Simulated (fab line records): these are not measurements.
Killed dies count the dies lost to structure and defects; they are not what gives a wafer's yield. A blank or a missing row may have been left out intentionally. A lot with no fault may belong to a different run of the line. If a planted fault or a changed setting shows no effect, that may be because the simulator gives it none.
Comparing a struck lot with a sound one	flow nand_harc	15 steps out of a route of 1302
Sound: the wafers L644.2, L644.3, L644.4. Struck: wafers L632.1, L632.3, L632.5. The cause is named last.
Each step with rows lists, per side, the tool, then ch with its chambers, then its first start. Under that, the readings that differ: sound wafers	struck wafers	difference of the means	sigmas: that difference in standard deviations of wafers without a fault.
alike: readings whose means differ by less than 2 such deviations, and words and numbers that are the same on both sides. not compared: withheld readings, readings that some wafer has no value for, bounds like >300 that may hide the same value, and numbers for which the record gives no deviation and whose values overlap.
The two part at a step that has a row with sigmas, a row that says differs or no value, or rows on one side only. Non-overlapping numbers with no deviation appear without sigmas and do not part them. Lack of a reading on every wafer of one side parts them only where that side has two or more wafers.

first, 1 step without rows for these wafers: NHARC_THIN_TSV_ETCH_44 (etches the open film in CF4/O2, target depth 1594.2 nm, time 797.1 s).
NHARC_THIN_TSV_ETCH_15: target depth 3000 nm, bosch target overetch cycles 2, bosch etch step 2.8 s.
  sound on rie_si-02 ch 0,2,3, day 31 03:50; struck on rie_si-05 ch 1,2, day 27 07:17
  alike: drypump_motor_current_A
  not compared: rf_hours_counter_h
NHARC_THIN_TSV_CD_MEAS_16:
  sound on cd_sem-03 at day 31 03:58; struck on cd_sem-02 at day 27 07:26
  alike: cd_nm
NHARC_THIN_TSV_STRIP_45: strips in O2.
  sound on plasma_asher-01 ch 0,1, day 31 04:04; struck on plasma_asher-02 ch 0, day 27 07:33
  alike: drypump_motor_current_A, heater_power_w
  not compared: rf_hours_counter_h
then, 4 steps without rows for these wafers: NHARC_THIN_TSV_STRIP_46 (strips in post etch residue remover, time 1200 s); NHARC_THIN_TSV_DEP_47 (deposits SiO2, target thk 200 nm); NHARC_THIN_TSV_ETCHBACK_48 (etches the open film in C4F8/Ar, target depth 1028.5 nm, time 405.17 s); NHARC_THIN_TSV_STRIP_62 (strips in N2/H2, time 20 s).
NHARC_THIN_TSV_DEGAS_49: time 120 s.
  sound on pvd_sputter-02 at day 31 05:57; struck on pvd_sputter-01 at day 27 09:22
  alike: heater_power_w
NHARC_THIN_TSV_PRE_CLEAN_50: time 30 s.
  sound on pvd_sputter-02; struck on pvd_sputter-01
  alike: heater_power_w
then, 1 step without rows for these wafers: NHARC_THIN_TSV_PVD_19 (deposits TaN, target thk 20 nm).
NHARC_THIN_TSV_PVD_51: deposits Cu, target thk 100 nm.
  sound on pvd_sputter-02; struck on pvd_sputter-01
  alike: throttle_valve_pct
NHARC_THIN_TSV_ECD_20: material Cu, target thk 2000 nm.
  sound on ecd_cu-02 ch 0,1, day 31 06:24; struck on ecd_cu-02 ch 0, day 27 10:46
then, 1 step without rows for these wafers: NHARC_THIN_TSV_ANNEAL_52 (time 90 s).
NHARC_END_SORT_01:
  sound on prober-02 ch 0, day 31 18:46; struck on prober-01 ch 0, day 27 21:37
  alike: defect_limited_yield, killed_at_array, killed_at_other, killed_at_periphery, killed_dies, killed_open, killed_short, sort_bin_2_pct, sort_bin_3_pct, sort_bin_4_pct, sort_n_pass, sort_rim_yield_pct, sort_yield_pct

== WHERE THEY PART ==
Nowhere in this record.

WHY: the cause the simulator had injected
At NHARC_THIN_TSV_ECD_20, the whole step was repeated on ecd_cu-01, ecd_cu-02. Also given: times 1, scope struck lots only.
